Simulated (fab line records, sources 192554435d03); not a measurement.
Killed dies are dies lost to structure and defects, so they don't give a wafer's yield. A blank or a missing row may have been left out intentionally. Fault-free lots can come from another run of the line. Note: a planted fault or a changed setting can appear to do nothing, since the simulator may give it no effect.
Which of the tools did it? / flow n5 finfet / at 1 step of a route of 1938, 19 lots with 57 wafers sampled

WHAT EACH GAUGE READ, for each wafer
N5_BEOL_M9_RS_MEAS_57: measures by four-point-probe.
lot=L074; measured=day 11 08:05; on=film metro-02; M9_RS (ohm/sq)=0.156 0.154 0.152
lot=L076; measured=day 12 09:50; on=film metro-02; M9_RS (ohm/sq)=0.153 0.150 0.149
lot=L077; measured=day 12 13:40; on=film metro-02; M9_RS (ohm/sq)=0.155 0.149 0.155
lot=L079; measured=day 12 21:57; on=film metro-01; M9_RS (ohm/sq)=0.157 0.152 0.150
lot=L083; measured=day 13 06:32; on=film metro-01; M9_RS (ohm/sq)=0.154 0.150 0.151
lot=L082; measured=day 13 09:38; on=film metro-01; M9_RS (ohm/sq)=0.149 0.148 0.148
lot=L080; measured=day 13 16:38; on=film metro-01; M9_RS (ohm/sq)=0.146 0.150 0.145
lot=L081; measured=day 14 03:31; on=film metro-02; M9_RS (ohm/sq)=0.158 0.156 0.148
lot=L084; measured=day 14 07:28; on=film metro-01; M9_RS (ohm/sq)=0.151 0.151 0.150
lot=L085; measured=day 14 11:44; on=film metro-01; M9_RS (ohm/sq)=0.162 0.149 0.146
lot=L088; measured=day 14 22:01; on=film metro-02; M9_RS (ohm/sq)=0.150 0.147 0.156
lot=L089; measured=day 15 10:14; on=film metro-02; M9_RS (ohm/sq)=0.152 0.150 0.145
lot=L091; measured=day 15 14:32; on=film metro-01; M9_RS (ohm/sq)=0.147 0.154 0.147
lot=L093; measured=day 16 04:58; on=film metro-02; M9_RS (ohm/sq)=0.154 0.151 0.154
lot=L092; measured=day 16 06:47; on=film metro-01; M9_RS (ohm/sq)=0.152 0.151 0.151
lot=L090; measured=day 16 13:23; on=film metro-02; M9_RS (ohm/sq)=0.150 0.149 0.147
lot=L096; measured=day 17 05:41; on=film metro-01; M9_RS (ohm/sq)=0.158 0.144 0.154
lot=L097; measured=day 17 18:31; on=film metro-01; M9_RS (ohm/sq)=0.152 0.147 0.152
lot=L095; measured=day 17 23:32; on=film metro-01; M9_RS (ohm/sq)=0.155 0.144 0.152

WHAT TOOL EACH LOT RAN ON (gives the tool, then ch and the chambers of the sampled wafers, and finally the start)
No process step before these readings appears in the record.

WHAT THE TOOLS THEMSELVES READ (means of the sampled wafers that have a number; where no wafer has one, the mark that the record gives instead)
The record holds no such reading with a usual standard deviation.

THE ANSWER, worked out from the rows above alone
Rule: the usual values come from the lots themselves. Put in order of their means at a reading, lots are off if they are a third of the lots or fewer, leave a main group of 4 or more, and stand apart from it by a gap of 3 or more times the standard deviation of the main group's means; of several such gaps the widest counts. Not used: any main group whose means are identical at the precision the tables above print for the reading. A lot without any number at a reading at which 4 lots or more have one is off too. The other lots that the step has rows for count as sound. First the gauges in route order, then the tools' own readings, where a lot's mean is used as printed above. The first step at which some lot is off is used, and at that step the reading that is off furthest; a lot without a number counts as furthest.
Across all readings shown, no lot is off: no conclusion can be drawn from this.

WHAT THE SIMULATOR HAD PUT IN
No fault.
